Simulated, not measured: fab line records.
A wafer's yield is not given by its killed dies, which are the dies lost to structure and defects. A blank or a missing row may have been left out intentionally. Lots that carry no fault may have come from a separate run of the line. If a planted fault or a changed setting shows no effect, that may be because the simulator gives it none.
Matching of chambers + flow nand harc + 4 sister chambers for NHARC_A_DECK1_JOINT_CMP_13 on cmp-02
The step polishes, target thk 51.023 nm. 14 wafers are shown with their chamber, then 6 later ones without.

WAFERS, EACH WITH ITS CHAMBER
| wafer  | chamber | motor current A (A) | time to endpoint s (s) | slurry filter dp kPa (kPa) |
|--------|---------|---------------------|------------------------|----------------------------|
| L752.1 | 1       | 10.9                | 13.4                   | 13.50                      |
| L752.4 | 2       | 11.7                | 6.2                    | 13.56                      |
| L752.6 | 1       | 10.9                | 12.1                   | 13.57                      |
| L754.3 | 3       | 11.7                | 10.8                   | 13.54                      |
| L754.5 | 3       | 12.5                | 11.0                   | 13.46                      |
| L754.6 | 2       | 11.4                | 8.6                    | 13.63                      |
| L755.2 | 1       | 10.9                | 9.4                    | 13.61                      |
| L755.3 | 3       | 12.2                | 9.6                    | 13.43                      |
| L755.5 | 3       | 11.9                | 11.7                   | 13.49                      |
| L764.2 | 0       | 15.4                | 11.5                   | 13.64                      |
| L764.5 | 2       | 11.3                | 3.4                    | 13.72                      |
| L764.6 | 1       | 10.7                | 11.9                   | 13.34                      |
| L766.3 | 0       | 14.7                | 8.6                    | 13.36                      |
| L766.4 | 2       | 11.4                | 4.5                    | 13.47                      |

SIGNATURES (means of the wafers above)
| reading              | chamber 0 | chamber 1 | chamber 2 | chamber 3 | scatter within a chamber |
|----------------------|-----------|-----------|-----------|-----------|--------------------------|
| motor current A      | 15.050    | 10.850    | 11.450    | 12.075    | 0.271                    |
| time to endpoint s   | 10.050    | 11.700    | 5.675     | 10.775    | 1.74                     |
| slurry filter dp kPa | 13.5000   | 13.5050   | 13.5950   | 13.4800   | 0.11                     |
Rule: distance of a wafer from a chamber = root of the sum over the readings of ((wafer's reading minus chamber's mean) / reading's scatter) squared. If the next closest chamber is less than 2 further off than the closest, the wafer can't be placed; otherwise it belongs to the closest. How the scatter is found: for the shown wafers, subtract from each reading the mean of its chamber, square and add these, divide the total by (wafers less chambers), then take the root.

WAFERS WITH NO CHAMBER GIVEN
| wafer  | motor current A (A) | time to endpoint s (s) | slurry filter dp kPa (kPa) |
|--------|---------------------|------------------------|----------------------------|
| L766.6 | 12.2                | 6.2                    | 13.45                      |
| L771.2 | 12.3                | 9.4                    | 13.49                      |
| L771.5 | 11.1                | 8.1                    | 13.75                      |
| L773.1 | 11.5                | 7.8                    | 13.45                      |
| L773.2 | 11.4                | 7.2                    | 13.48                      |
| L773.3 | 15.4                | 12.2                   | 13.59                      |

WHICH CHAMBER EACH WENT THROUGH
| wafer  | from the rows above          | in truth |
|--------|------------------------------|----------|
| L766.6 | can't be placed: 3 or 2      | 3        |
| L771.2 | 3                            | 3        |
| L771.5 | can't be placed: 2 or 1      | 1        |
| L773.1 | can't be placed: 2 or 3 or 1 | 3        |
| L773.2 | can't be placed: 2 or 3 or 1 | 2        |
| L773.3 | 0                            | 0        |
2 of 6 placed correctly. Cannot be placed on the basis of these rows: 4; the candidates contain the true chamber in 4. Placed wrongly: 0.
